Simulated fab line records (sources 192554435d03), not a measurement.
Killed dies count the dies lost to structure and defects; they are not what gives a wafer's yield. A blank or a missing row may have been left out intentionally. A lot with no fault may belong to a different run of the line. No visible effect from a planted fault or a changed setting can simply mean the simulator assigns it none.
Split-lot experiment :: flow n5-finfet :: 7 lots, 39 wafers read, on a route of 1938 steps

== ABOUT THE SPLIT ==
At N5_HKMG_FIN_ETCH_35 (etches SOC in N2/H2, target depth 215.8 nm, time 243.4 s), the setting source-w was moved away from the recipe's 3000 W on 18 of the 39 wafers read, by -17.9% to +16.9%. All remaining wafers had this setting at the recipe value.

The reading is taken at the split's own step.

== THE READING ==
rf-vpp-V, in V, at N5_HKMG_FIN_ETCH_35 (etches SOC in N2/H2, target depth 215.8 nm, time 243.4 s). A value of 141.7 V with a standard deviation of 0.78 V is what fault-free wafers of this fab line usually give.

wafer: L078.1
tool, chamber at the split: rie-diel-05, 2
source-w as run, W: 3000
against the recipe: recipe
rf-vpp-V, V: 141.2
against lot-mates on the recipe: -

wafer: L078.2
tool, chamber at the split: rie-diel-05, 1
source-w as run, W: 2543
against the recipe: -15.2%
rf-vpp-V, V: 148.4
against lot-mates on the recipe: +7.4

wafer: L078.3
tool, chamber at the split: rie-diel-05, 0
source-w as run, W: 2543
against the recipe: -15.2%
rf-vpp-V, V: 151.3
against lot-mates on the recipe: +10.3

wafer: L078.4
tool, chamber at the split: rie-diel-05, 3
source-w as run, W: 2543
against the recipe: -15.2%
rf-vpp-V, V: 151.1
against lot-mates on the recipe: +10.1

wafer: L078.5
tool, chamber at the split: rie-diel-05, 1
source-w as run, W: 3000
against the recipe: recipe
rf-vpp-V, V: 140.9
against lot-mates on the recipe: -

wafer: L078.6
tool, chamber at the split: rie-diel-05, 2
source-w as run, W: 3000
against the recipe: recipe
rf-vpp-V, V: 140.8
against lot-mates on the recipe: -

wafer: L079.1
tool, chamber at the split: rie-diel-02, 1
source-w as run, W: 3000
against the recipe: recipe
rf-vpp-V, V: 141.6
against lot-mates on the recipe: -

wafer: L079.5
tool, chamber at the split: rie-diel-02, 1
source-w as run, W: 3000
against the recipe: recipe
rf-vpp-V, V: 141.3
against lot-mates on the recipe: -

wafer: L079.6
tool, chamber at the split: rie-diel-02, 3
source-w as run, W: 3000
against the recipe: recipe
rf-vpp-V, V: 142.9
against lot-mates on the recipe: -

wafer: L082.1
tool, chamber at the split: rie-diel-06, 1
source-w as run, W: 3000
against the recipe: recipe
rf-vpp-V, V: 141.6
against lot-mates on the recipe: -

wafer: L082.2
tool, chamber at the split: rie-diel-06, 3
source-w as run, W: 2464
against the recipe: -17.9%
rf-vpp-V, V: 153.2
against lot-mates on the recipe: +11.5

wafer: L082.3
tool, chamber at the split: rie-diel-06, 2
source-w as run, W: 3000
against the recipe: recipe
rf-vpp-V, V: 141.7
against lot-mates on the recipe: -

wafer: L082.4
tool, chamber at the split: rie-diel-06, 0
source-w as run, W: 3000
against the recipe: recipe
rf-vpp-V, V: 141.8
against lot-mates on the recipe: -

wafer: L082.5
tool, chamber at the split: rie-diel-06, 0
source-w as run, W: 2464
against the recipe: -17.9%
rf-vpp-V, V: 152.3
against lot-mates on the recipe: +10.6

wafer: L082.6
tool, chamber at the split: rie-diel-06, 1
source-w as run, W: 2464
against the recipe: -17.9%
rf-vpp-V, V: 152.5
against lot-mates on the recipe: +10.8

wafer: L084.1
tool, chamber at the split: rie-diel-05, 1
source-w as run, W: 2553
against the recipe: -14.9%
rf-vpp-V, V: 150.3
against lot-mates on the recipe: +9.5

wafer: L084.2
tool, chamber at the split: rie-diel-05, 3
source-w as run, W: 3000
against the recipe: recipe
rf-vpp-V, V: 140.7
against lot-mates on the recipe: -

wafer: L084.3
tool, chamber at the split: rie-diel-05, 0
source-w as run, W: 3000
against the recipe: recipe
rf-vpp-V, V: 140.5
against lot-mates on the recipe: -

wafer: L084.4
tool, chamber at the split: rie-diel-05, 2
source-w as run, W: 2553
against the recipe: -14.9%
rf-vpp-V, V: 149.0
against lot-mates on the recipe: +8.2

wafer: L084.5
tool, chamber at the split: rie-diel-05, 1
source-w as run, W: 2553
against the recipe: -14.9%
rf-vpp-V, V: 150.5
against lot-mates on the recipe: +9.7

wafer: L084.6
tool, chamber at the split: rie-diel-05, 0
source-w as run, W: 3000
against the recipe: recipe
rf-vpp-V, V: 141.1
against lot-mates on the recipe: -

wafer: L092.1
tool, chamber at the split: rie-diel-02, 1
source-w as run, W: 3000
against the recipe: recipe
rf-vpp-V, V: 140.9
against lot-mates on the recipe: -

wafer: L092.2
tool, chamber at the split: rie-diel-02, 3
source-w as run, W: 3000
against the recipe: recipe
rf-vpp-V, V: 141.8
against lot-mates on the recipe: -

wafer: L092.3
tool, chamber at the split: rie-diel-02, 2
source-w as run, W: 3507
against the recipe: +16.9%
rf-vpp-V, V: 133.7
against lot-mates on the recipe: -7.7

wafer: L092.4
tool, chamber at the split: rie-diel-02, 0
source-w as run, W: 3507
against the recipe: +16.9%
rf-vpp-V, V: 134.9
against lot-mates on the recipe: -6.5

wafer: L092.5
tool, chamber at the split: rie-diel-02, 2
source-w as run, W: 3000
against the recipe: recipe
rf-vpp-V, V: 141.4
against lot-mates on the recipe: -

wafer: L092.6
tool, chamber at the split: rie-diel-02, 1
source-w as run, W: 3507
against the recipe: +16.9%
rf-vpp-V, V: 134.0
against lot-mates on the recipe: -7.4

wafer: L095.1
tool, chamber at the split: rie-diel-02, 0
source-w as run, W: 2810
against the recipe: -6.3%
rf-vpp-V, V: 145.6
against lot-mates on the recipe: +2.8

wafer: L095.2
tool, chamber at the split: rie-diel-02, 1
source-w as run, W: 2810
against the recipe: -6.3%
rf-vpp-V, V: 144.4
against lot-mates on the recipe: +1.6

wafer: L095.3
tool, chamber at the split: rie-diel-02, 2
source-w as run, W: 3000
against the recipe: recipe
rf-vpp-V, V: 142.4
against lot-mates on the recipe: -

wafer: L095.4
tool, chamber at the split: rie-diel-02, 3
source-w as run, W: 3000
against the recipe: recipe
rf-vpp-V, V: 143.7
against lot-mates on the recipe: -

wafer: L095.5
tool, chamber at the split: rie-diel-02, 0
source-w as run, W: 3000
against the recipe: recipe
rf-vpp-V, V: 142.3
against lot-mates on the recipe: -

wafer: L095.6
tool, chamber at the split: rie-diel-02, 2
source-w as run, W: 2810
against the recipe: -6.3%
rf-vpp-V, V: 145.2
against lot-mates on the recipe: +2.4

wafer: L096.1
tool, chamber at the split: rie-diel-06, 1
source-w as run, W: 2658
against the recipe: -11.4%
rf-vpp-V, V: 147.9
against lot-mates on the recipe: +6.2

wafer: L096.2
tool, chamber at the split: rie-diel-06, 0
source-w as run, W: 3000
against the recipe: recipe
rf-vpp-V, V: 141.4
against lot-mates on the recipe: -

wafer: L096.3
tool, chamber at the split: rie-diel-06, 2
source-w as run, W: 2658
against the recipe: -11.4%
rf-vpp-V, V: 147.9
against lot-mates on the recipe: +6.2

wafer: L096.4
tool, chamber at the split: rie-diel-06, 3
source-w as run, W: 3000
against the recipe: recipe
rf-vpp-V, V: 141.3
against lot-mates on the recipe: -

wafer: L096.5
tool, chamber at the split: rie-diel-06, 1
source-w as run, W: 2658
against the recipe: -11.4%
rf-vpp-V, V: 147.2
against lot-mates on the recipe: +5.5

wafer: L096.6
tool, chamber at the split: rie-diel-06, 0
source-w as run, W: 3000
against the recipe: recipe
rf-vpp-V, V: 142.5
against lot-mates on the recipe: -

THE FIT
A straight line over all 39 wafers: rf-vpp-V changes by -0.532 V for each +1% of source-w; r = -0.98; the points scatter about the line by 0.95 V.
The same after taking each lot's own level away (the mean of its wafers on the recipe; 39 wafers): -0.538 V for each +1%; r = -0.98; scatter 1 V.
The reading moves by 9.6 V for the largest change in source-w, on that fit.
Across the lots, their own levels run from 140.77 to 142.80 V, a range of 2.6 times the standard deviation given above.
The two slopes are in agreement: the lot-to-lot level therefore moves the slope only a little.
Check: with one of the wafers moved furthest among these (-17.9%) left out of the fit, the line predicts +9.79 V for it against its lot-mates. Against them it came out at +11.5 V.
Tool readings at the split's step, against how far the setting was moved: rf-vpp-V r = -0.98.

== ADDITIONAL SPLITS CARRIED BY THESE WAFERS ==
Other splits were also applied to these wafers ahead of the reading. Each is held against what the fit with the lots' levels taken away leaves over:
other split on the same wafers: N5_PMOS_HMC_CHANNEL_EPI_EPI_20 temp-c
wafers away from the commonest value: 9
r with rf-vpp-V (lot level and that fit taken away): +0.07

== THE WHOLE CHAIN: every reading that the file lists as answering this split, in the file's order ==
step: N5_HKMG_FIN_ETCH_35
what it does: etches SOC in N2/H2, target depth 215.8 nm, time 243.4 s
reading: rf-vpp-V
change (the file's fit): -0.552 V for each +1% of the setting
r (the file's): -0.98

step: N5_HKMG_FIN_ETCH_35
what it does: etches SOC in N2/H2, target depth 215.8 nm, time 243.4 s
reading: HKMG_FIN.feature-depth-nm (the simulator's own value, which no gauge read)
change (the file's fit): +1.74 nm for each +1% of the setting
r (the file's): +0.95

step: N5_HKMG_FIN_ETCH_35
what it does: etches SOC in N2/H2, target depth 215.8 nm, time 243.4 s
reading: etch.depth-nm (the simulator's own value, which no gauge read)
change (the file's fit): +1.74 nm for each +1% of the setting
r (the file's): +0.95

step: N5_HKMG_FIN_ETCH_35
what it does: etches SOC in N2/H2, target depth 215.8 nm, time 243.4 s
reading: SOC_of_HKMG_FIN_COAT_29.thk-nm (the simulator's own value, which no gauge read)
change (the file's fit): -1.75 nm for each +1% of the setting
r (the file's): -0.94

step: N5_HKMG_FIN_STRIP_92
what it does: strips SOC in N2/H2, time 20 s
reading: SOC_of_HKMG_FIN_COAT_29.thk-nm (the simulator's own value, which no gauge read)
change (the file's fit): -1.74 nm for each +1% of the setting
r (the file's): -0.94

== FILE'S OWN FIT ==
rf-vpp-V changes by -0.552 V for each +1% of source-w, r = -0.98.
